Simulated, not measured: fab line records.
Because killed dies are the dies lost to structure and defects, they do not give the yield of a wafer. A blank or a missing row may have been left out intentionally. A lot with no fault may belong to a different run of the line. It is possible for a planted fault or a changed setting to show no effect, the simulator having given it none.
fab line records | flow n5_finfet
record: lots: 6 wafers: 17 last_day: 18
route steps=1938 shown BEOL_M1@829 BEOL_M2@841 BEOL_M4@1111 PASSIVATION@1936
lots that met no fault: from a run of the same line without faults
start_h: start of the lot's first displayed wafer, in hours after the record's first day | wait_h: time in hours since the lot's previous step | " as in the row above | L1.1+2: a row that stands for several wafers | - value missing, or start not given | * or withheld: withheld | < > ~ a bound
route shown NAME@n: a module of which the file shows steps, and the number in the route of the first | usual: mean and standard deviation over wafers with no fault | same: alike in all rows | chamber/n: place in a boat | sites: per-site readings | _std_site: how widely they spread, as a standard deviation | _edge_site: outer sites' mean less inner sites' | radius_mm: for every site, how far away it sits from the centre of the wafer | mask NAME#n: copy n | behind: the most recent tool/chamber to have shaped the wafer | hold: reason for holding the lot/hours on hold/outcome of the hold | device: the n, p or np transistor that did not switch | end of line: the same wafers' tests at the end of the route | where a step has no rows: the recipe by itself | killed: dies that structure and defects cost at the first sort, which is not the same as the wafer's yield | map: per-die view of a wafer (x killed, . not killed, _ where there is no die)
set.NAME: the setting as run; set.NAME@STEP: as run at that earlier step | model.NAME: the simulator's own value behind a step, which no gauge read
certain route steps with their lots: each step a table, each wafer a row
services: the hour from which a tool's chamber was out of use, counted from the record's first day as start_h (under 0 if before that day), plus the number of hours and why
== steps ==
step: N5_BEOL_M1_ANNEAL_95
recipe: temp_c: 400 time_s: 240 ambient: vacuum
usual: heater_power_w: 815/57
columns lot.wafer tool chamber start_h wait_h heater_power_w
L187.2 pvd_sputter-02 - 157.38 0.0 766
L187.3 " - " " 806
L187.6 " - " " 755
L191.1 pvd_sputter-02 - 181.91 0.0 764
L191.2 " - " " 931
L191.5 " - " " 924
L196.1 pvd_sputter-01 - 223.99 0.0 746
L196.4 " - " " 767
L196.5 " - " " 829
L201.2 pvd_sputter-03 - 248.91 0.0 883
L201.5 " - " " 812
L201.6 " - " " 787
L205.1 pvd_sputter-02 - 270.86 0.0 754
L205.2 " - " " 913
L205.3 " - " " 815
L206.1 pvd_sputter-01 - 272.04 0.0 761
L206.5 " - " " 782
step: N5_BEOL_M1_SPUTTER_96
recipe: material: Cu target_thk_a: 45 temp_c: -20 chamber_pressure_pa: 0.07 power_w: withheld time_s: 8.29
step: N5_BEOL_M1_ECD_50
recipe: material: Cu target_thk_a: 3000
step: N5_BEOL_M1_ANNEAL_51
recipe: temp_c: 225 time_s: 90 ambient: N2
usual: wafer_temp_C_max: 226.15/0.29
columns lot.wafer tool chamber start_h wait_h wafer_temp_C_max
L187.2 rtp_anneal-02 0 157.76 0.1 225.72
L187.3 " 0 " " 225.68
L187.6 " 0 " " 225.82
L191.1 rtp_anneal-02 0 182.25 0.1 226.11
L191.2 " 0 " " 225.99
L191.5 " 0 " " 225.98
L196.1 rtp_anneal-01 0 224.58 0.3 226.47
L196.4 " 0 " " 226.62
L196.5 " 0 " " 226.31
L201.2 rtp_anneal-02 0 249.30 0.1 226.09
L201.5 " 0 " " 225.69
L201.6 " 0 " " 226.18
L205.1 rtp_anneal-02 0 271.20 0.1 226.07
L205.2 " 0 " " 226.25
L205.3 " 0 " " 226.25
L206.1 rtp_anneal-01 0 272.38 0.1 226.04
L206.5 " 0 " " 225.96
step: N5_BEOL_M1_CMP_52
recipe: stop_on: SiOC t_overpolish_s: 6.8 down_force_psi: 1 platen_rpm: 50 clearing_platen_down_force_psi: 1.5 clearing_platen_rpm: 50 post_cmp_clean: cu_alkaline target_thk_nm: 40 clearing_platen_pad_velocity_m_s: 0.99484 pad_velocity_m_s: 0.99484
usual: barrier_field_endpoint_s: 24.8/0.79 clearing_platen_down_force_psi: 1.500/0.0032 motor_current_A: 6.0/0.66 overpolish_run_s: 6.801/0.0089 pad_life_wafers: 1278/500 slurry_flow_ml_min: 150.1/0.5 time_to_endpoint_s: 62/4.2
columns lot.wafer tool chamber start_h wait_h barrier_field_endpoint_s clearing_platen_down_force_psi motor_current_A overpolish_run_s pad_life_wafers slurry_flow_ml_min time_to_endpoint_s
L187.3 cmp-02 3 158.07 0.2 25.4 1.500 6.6 6.803 811 149.7 62
L187.2 " 1 " " 24.7 1.496 5.6 6.802 813 149.2 63
L187.6 " 3 " " 25.0 1.502 6.5 6.795 - 149.9 62
L191.1 cmp-04 2 182.58 0.3 24.7 1.499 5.4 6.787 295 150.4 61
L191.2 " 0 " " 25.7 1.501 6.1 6.785 297 149.5 68
L191.5 " 2 " " 25.3 1.499 5.6 6.812 - 151.0 62
L196.1 cmp-02 3 224.91 0.3 24.3 1.500 6.5 6.814 1315 149.3 64
L196.4 " 0 " " 24.7 1.503 6.0 6.792 1316 149.7 64
L196.5 " 3 " " 24.9 1.500 7.0 6.804 - 149.4 61
L201.2 cmp-04 0 249.66 0.3 26.3 1.501 6.2 6.797 813 149.6 70
L201.6 " 1 " " 26.3 1.495 5.1 6.799 - 150.0 66
L201.5 " 2 " " 25.2 1.499 5.6 6.799 - 150.2 62
L205.3 cmp-02 1 271.49 0.2 24.5 1.500 5.6 6.805 1674 150.7 63
L205.2 " 2 " " 24.1 1.496 6.0 6.815 1675 149.6 62
L205.1 " 0 " " 24.0 1.495 5.8 6.787 1677 149.8 66
L206.1 cmp-01 0 272.70 0.3 22.9 1.500 5.4 6.792 2166 150.8 51
L206.5 " 1 " " 23.7 1.500 7.4 6.786 - 149.9 53
step: N5_BEOL_M1_THK_MEAS_53
recipe: thk_meas_gauge: xrf reads: Cu_of_BEOL_M1_ECD_50
usual: M1_THK: 40.2/1.9
columns lot.wafer tool chamber start_h wait_h M1_THK[nm]
L187.2 film_metro-01 - 158.32 - 40.0
L187.3 " - " " 37.9
L187.6 " - " " 40.8
L191.1 film_metro-01 - 182.84 - 38.4
L191.2 " - " " 42.8
L191.5 " - " " 41.6
L196.1 film_metro-01 - 225.17 - 42.0
L196.4 " - " " 41.1
L196.5 " - " " 43.7
L201.2 film_metro-02 - 249.84 - 40.5
L201.5 " - " " 41.8
L201.6 " - " " 39.0
L205.1 film_metro-02 - 271.79 - 42.7
L205.2 " - " " 40.4
L205.3 " - " " 38.5
L206.1 film_metro-01 - 272.99 - 38.5
L206.5 " - " " 37.6
step: N5_BEOL_M1_PRE_CLEAN_60
recipe: gas: NH3/H2 time_s: 15 temp_c: * rf_power_w: 300
step: N5_BEOL_M1_CO_CAP_55
recipe: material: Co target_thk_a: 20 temp_c: 200 precursor: CCTBA/H2 pressure_torr: 30 time_s: 102.1
usual: heater_power_w: 242/26
columns lot.wafer tool chamber start_h wait_h heater_power_w
L187.2 cvd_co-02 2 158.41 0.0 231
L187.3 " 1 " " 205
L187.6 " 0 " " 272
L191.1 cvd_co-01 0 183.28 0.0 256
L191.2 " 1 " " 212
L191.5 " 0 " " 258
L196.1 cvd_co-01 2 225.24 0.0 261
L196.4 " 1 " " 222
L196.5 " 2 " " 257
L201.2 cvd_co-01 0 249.98 0.0 267
L201.5 " 1 " " 219
L201.6 " 2 " " 257
L205.1 cvd_co-02 0 271.87 0.0 272
L205.2 " 1 " " 208
L205.3 " 2 " " 244
L206.1 cvd_co-01 0 273.30 0.0 254
L206.5 " 2 " " 268
step: N5_BEOL_M1_PRE_CLEAN_56
recipe: gas: NH3 time_s: 15 temp_c: withheld rf_power_w: 300
step: N5_BEOL_M1_DEP_57
recipe: material: SiCN target_thk_a: 80 temp_c: withheld precursor: 3MS/NH3 pressure_torr: 3 rf_w: 202 time_s: 14
usual: rf_fwd_power_W: 199.9/0.66 showerhead_plenum_p_Torr: 3.664/0.015 throttle_valve_pct: 9.07/0.28
columns lot.wafer tool chamber start_h wait_h rf_fwd_power_W showerhead_plenum_p_Torr throttle_valve_pct
L187.2 pecvd-03 0 158.54 0.0 200.6 3.666 9.00
L187.3 " 1 " " 200.5 3.641 9.55
L187.6 " 1 " " 199.2 3.631 9.37
L191.1 pecvd-02 0 183.40 0.0 199.9 3.662 9.09
L191.2 " 1 " " 200.5 3.685 9.04
L191.5 " 0 " " 199.9 3.665 9.03
L196.1 pecvd-02 1 225.36 0.0 200.1 3.677 8.92
L196.4 " 0 " " 199.6 3.680 9.00
L196.5 " 1 " " 199.6 3.685 9.13
L201.2 pecvd-03 1 250.09 0.0 200.5 3.643 9.37
L201.5 " 1 " " 199.6 3.636 9.41
L201.6 " 0 " " 198.3 3.657 9.22
L205.1 pecvd-03 0 271.98 0.0 200.3 3.667 9.00
L205.2 " 1 " " 199.6 3.635 9.33
L205.3 " 2 " " 200.4 3.661 8.79
L206.1 pecvd-03 1 273.45 0.0 199.7 3.630 9.14
L206.5 " 1 " " 200.0 3.647 9.32
step: N5_BEOL_M1_RS_MEAS_58
recipe: thk_meas_gauge: four-point-probe reads: Co_of_BEOL_M1_CO_CAP_55+Cu_of_BEOL_M1_ECD_50+Co_of_BEOL_M1_CVD_47+TaN_of_BEOL_M1_ALD_84
usual: M1_RS: 0.66/0.04
columns lot.wafer tool chamber start_h wait_h M1_RS[ohm/sq]
L187.2 film_metro-02 - 158.62 0.1 0.66
L187.3 " - " " 0.71
L187.6 " - " " 0.65
L191.1 film_metro-01 - 183.46 0.0 0.71
L191.2 " - " " 0.62
L191.5 " - " " 0.64
L196.1 film_metro-02 - 225.43 0.0 0.63
L196.4 " - " " 0.64
L196.5 " - " " 0.59
L201.2 film_metro-02 - 250.16 0.1 0.66
L201.5 " - " " 0.63
L201.6 " - " " 0.69
L205.1 film_metro-01 - 272.05 0.0 0.62
L205.2 " - " " 0.66
L205.3 " - " " 0.70
L206.1 film_metro-02 - 273.53 0.1 0.70
L206.5 " - " " 0.72
step: N5_BEOL_M1_INSPECT_59
recipe: inspect_instrument: darkfield mode: post_dep
usual: raw_defect_count: 72/22
columns lot.wafer tool chamber start_h wait_h raw_defect_count
L187.2 defect_inspect-01 - 158.65 0.0 66
L187.3 " - " " 54
L187.6 " - " " 94
L191.1 defect_inspect-02 - 183.49 0.0 71
L191.2 " - " " 60
L191.5 " - " " 118
L196.1 defect_inspect-01 - 225.45 0.0 96
L196.4 " - " " 76
L196.5 " - " " 83
L201.2 defect_inspect-01 - 250.19 0.0 61
L201.5 " - " " 91
L201.6 " - " " 68
L205.1 defect_inspect-01 - 272.07 0.0 82
L205.2 " - " " 68
L205.3 " - " " 77
L206.1 defect_inspect-01 - 273.56 0.0 75
L206.5 " - " " 85
step: N5_BEOL_M2_ILD_DEP_00
recipe: material: SiOC target_thk_a: 790 temp_c: 350 precursor: DEMS/O2 pressure_torr: 5 rf_w: 500 time_s: 15.3
usual: heater_power_w: 506/65 rf_fwd_power_W: 493.9/2.4 showerhead_plenum_p_Torr: 5.699/0.018 susceptor_temp_C: 349.98/0.22 throttle_valve_pct: 11.8/0.34
columns lot.wafer tool chamber start_h wait_h heater_power_w rf_fwd_power_W showerhead_plenum_p_Torr susceptor_temp_C throttle_valve_pct
L187.2 pecvd-02 0 158.68 0.0 504 493.7 5.701 349.92 11.9
L187.3 " 1 " " 605 495.0 5.709 350.16 11.4
L187.6 " 1 " " 608 498.0 5.735 350.34 11.7
L191.1 pecvd-03 1 183.53 0.0 489 497.1 5.650 350.22 12.5
L191.2 " 0 " " 448 492.2 5.671 349.80 11.9
L191.5 " 1 " " 514 498.5 5.651 350.15 12.8
L196.1 pecvd-03 0 225.49 0.0 425 495.0 5.683 344.88 12.2
L196.4 " 1 " " 499 493.3 5.666 344.60 12.1
L196.5 " 1 " " 505 494.4 5.653 344.31 12.5
L201.2 pecvd-03 0 250.22 0.0 363 493.8 5.680 344.32 12.0
L201.5 " 0 " " 385 495.3 5.687 344.43 11.8
L201.6 " 2 " " 413 495.6 5.683 344.33 11.4
L205.1 pecvd-02 1 272.11 0.0 594 498.5 5.715 349.70 12.0
L205.2 " 0 " " 568 495.0 5.675 350.10 11.7
L205.3 " 2 " " 486 496.3 5.705 350.12 11.9
L206.1 pecvd-01 1 273.59 0.0 522 493.4 5.716 350.23 11.2
L206.5 " 0 " " 534 489.0 5.714 349.72 11.6
step: N5_BEOL_M2_THK_MEAS_01
recipe: reads: SiOC_of_BEOL_M2_ILD_DEP_00
usual: M2_ILD_THK: 79.1/1.2
columns lot.wafer tool chamber start_h wait_h M2_ILD_THK[nm]
L187.2 film_metro-02 - 158.75 0.1 77.0
L187.3 " - " " 78.6
L187.6 " - " " 79.2
L191.1 film_metro-01 - 183.59 0.0 79.6
L191.2 " - " " 80.0
L191.5 " - " " 80.9
L196.1 film_metro-01 - 225.58 0.1 79.4
L196.4 " - " " 81.4
L196.5 " - " " 80.4
L201.2 film_metro-02 - 250.29 0.1 79.6
L201.5 " - " " 80.7
L201.6 " - " " 80.4
L205.1 film_metro-02 - 272.18 0.0 77.3
L205.2 " - " " 78.1
L205.3 " - " " 80.5
L206.1 film_metro-02 - 273.67 0.1 77.5
L206.5 " - " " 80.7
step: N5_BEOL_M4_RC_MEAS_101
usual: DIBL_N: 36.1/2 DIBL_P: 36.3/2.5 IOFF_N: 0.16/0.037 IOFF_P: 0.21/0.039 ION_N: 678/15 ION_P: 465/8.7 SS_N: 71.4/0.7 SS_P: 73.3/0.74 VT_N: 249/3.6 VT_P: -250.0/2.9
columns lot.wafer tool chamber start_h wait_h DIBL_N[mV/V] DIBL_P[mV/V] IOFF_N[nA/um] IOFF_P[nA/um] ION_N[uA/um] ION_P[uA/um] SS_N[mV/dec] SS_P[mV/dec] VT_N[mV] VT_P[mV]
L187.2 prober-01 0 195.98 0.2 37.2 35.3 0.16 0.21 684 466 71.8 73.9 249 -250.5
L187.3 " 0 " " 35.7 33.3 0.12 0.18 671 465 71.1 72.5 255 -252.7
L187.6 " 0 " " 40.8 38.9 0.23 0.28 690 457 72.8 74.5 245 -249.0
L191.1 prober-02 0 232.92 0.0 34.1 35.9 0.13 0.16 673 463 70.8 72.2 253 -254.6
L191.2 " 0 " " 34.2 36.3 0.13 0.16 677 459 70.8 72.2 252 -255.3
L191.5 " 0 " " 37.2 39.5 0.19 0.22 695 469 71.4 73.8 247 -253.5
L196.1 prober-02 0 275.10 0.0 38.8 40.3 0.20 0.24 696 481 72.3 73.9 246 -247.9
L196.4 " 0 " " 40.2 42.1 0.24 0.29 681 465 72.8 74.5 246 -248.6
L196.5 " 0 " " 38.7 39.6 0.20 0.23 691 470 71.6 74.2 245 -248.5
L201.2 prober-02 0 301.57 0.2 36.1 35.3 0.17 0.19 689 466 71.4 72.7 245 -251.4
L201.5 " 0 " " 38.8 40.0 0.20 0.27 679 465 72.8 74.0 248 -247.3
L201.6 " 0 " " 38.2 37.8 0.20 0.23 700 474 72.4 73.6 248 -250.3
L206.1 prober-02 0 313.10 0.0 34.4 35.3 0.13 0.20 663 456 70.3 73.5 250 -248.7
L206.5 " 0 " " 32.6 32.2 0.11 0.16 674 474 70.5 72.4 252 -252.8
L205.1 prober-01 0 324.98 0.0 38.4 39.4 0.22 0.26 686 464 72.2 73.9 245 -245.6
L205.2 " 0 " " 32.9 33.3 0.13 0.17 672 465 70.0 73.2 248 -249.2
L205.3 " 0 " " 33.2 33.9 0.13 0.19 685 481 70.8 72.1 249 -251.4
step: N5_PASSIVATION_PROBE_49
usual: defect_limited_yield: 91.1/1.3 killed_at_M0_to_M3: 32/9.7 killed_at_M4_up: 16/6 killed_at_contacts: 12/5.9 killed_at_front_end: 41/11 killed_at_other: 4/3.1 killed_dies: 104/16 killed_open: 68/12 killed_short: 34/7.4 sort_bin_5_function: 5.1/0.85 sort_bin_6_memory: 3.3/0.66 sort_bin_8_speed: 0.1/0.53 sort_n_pass: 1075/16 sort_yield_pct: 91.1/1.4
same: gross_dies: 1180 killed_at_back_side: 0 sort_bin_4_leakage[%]: 0
columns lot.wafer tool chamber start_h wait_h defect_limited_yield[%] killed_at_M0_to_M3 killed_at_M4_up killed_at_contacts killed_at_front_end killed_at_other killed_dies killed_open killed_short sort_bin_5_function[%] sort_bin_6_memory[%] sort_bin_8_speed[%] sort_n_pass sort_yield_pct[%]
L201.2 prober-01 - 412.99 0.1 91.8 28 11 20 34 4 97 71 26 5.3 2.8 0 1083 91.8
L201.5 prober-01 - 413.14 0.2 91.9 31 9 11 42 2 95 57 34 5.0 2.5 0 1085 91.9
L201.6 prober-01 - 413.19 0.3 92.0 31 10 5 44 4 94 51 30 4.7 1.9 0 1086 92.0
killed by level:class
L201.2 MOL_CONTACT_COAG:geometric_particle:open=20 FIN_SAQP:geometric_particle:open=8 FIN_SAQP:geometric_particle:short=6 STI_FIN_REVEAL:geometric_particle:open=5 BEOL_M0_SAQP:geometric_particle:short=5 BEOL_M0_SAQP:geometric_particle:open=5 BEOL_M0:geometric_particle:open=5 DUMMY_GATE:geometric_particle:open=4
L201.5 BEOL_M0_SAQP:geometric_particle:open=12 STI_FIN_REVEAL:geometric_particle:open=8 MOL_CONTACT_COAG:geometric_particle:open=8 BEOL_M0_SAQP:geometric_particle:short=7 BEOL_M3:geometric_particle:open=6 ILD0:geometric_particle:short=5 FIN_CUT:geometric_particle:short=4 STI_FIN_REVEAL:geometric_particle:short=4
L201.6 BEOL_M3:geometric_particle:open=13 HKMG_FIN:area_etch=13 STI_FIN_REVEAL:geometric_particle:open=6 ILD0:geometric_particle:short=5 MOL_CONTACT_COAG:geometric_particle:open=5 FIN_SAQP:geometric_particle:short=4 BEOL_M0_SAQP:geometric_particle:short=4 FIN_SAQP:geometric_particle:open=3
== services ==
columns tool chamber start_h hours kind
cmp-04 - 140.74 4.0 pm
cmp-01 - 147.27 0.3 repair
rtp_anneal-01 - 151.01 1.8 pm
cmp-01 - 151.92 1.6 repair
pecvd-03 0 152.39 2.1 scheduled_down
pecvd-03 2 154.52 5.5 scheduled_down
cmp-02 - 155.54 2.0 repair
pecvd-02 2 161.44 4.7 repair
pecvd-02 - 161.88 9.5 repair
cmp-02 - 163.44 3.8 pm
cmp-04 - 171.47 3.7 pm
cvd_co-02 - 200.41 6.9 pm
pecvd-03 2 202.38 - clean
pecvd-03 2 202.38 - consumable_replace:showerhead
pecvd-03 2 202.38 29.0 scheduled_down
pecvd-03 2 202.38 29.0 vent_cycle
cvd_co-01 - 207.31 2.8 pm
pecvd-02 1 213.54 5.5 scheduled_down
pecvd-03 0 237.39 5.5 scheduled_down
cvd_co-02 2 241.25 7.8 repair
pecvd-03 0 243.03 4.9 repair
pecvd-01 2 245.23 12.9 repair
cvd_co-02 - 268.00 0.5 repair
pecvd-03 2 273.09 2.1 scheduled_down
== key ==
first_sign: step: N5_BEOL_M2_ILD_DEP_00 reading: susceptor_temp_C direction: down sigmas: 25 usual: * struck: *
effect none on later readings
met_at N5_BEOL_M2_ILD_DEP_00
struck_wafers L196.1,L196.4,L196.5,L201.2,L201.5,L201.6
baseline_loss: step: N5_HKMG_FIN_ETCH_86 wafers: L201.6
onset_between 183.53 225.49
fault: kind: process_parameter_drift tool: pecvd-03 chamber: - onset_h: 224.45 steps: N5_BEOL_M2_ILD_DEP_00 channel: temp_c offset: * shape: step end_h: 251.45 acts_in: * stated: *
baseline_loss: these wafers lose ten dies or more at that step, a loss of the line's own and not of a fault; the sort's usual values leave them out
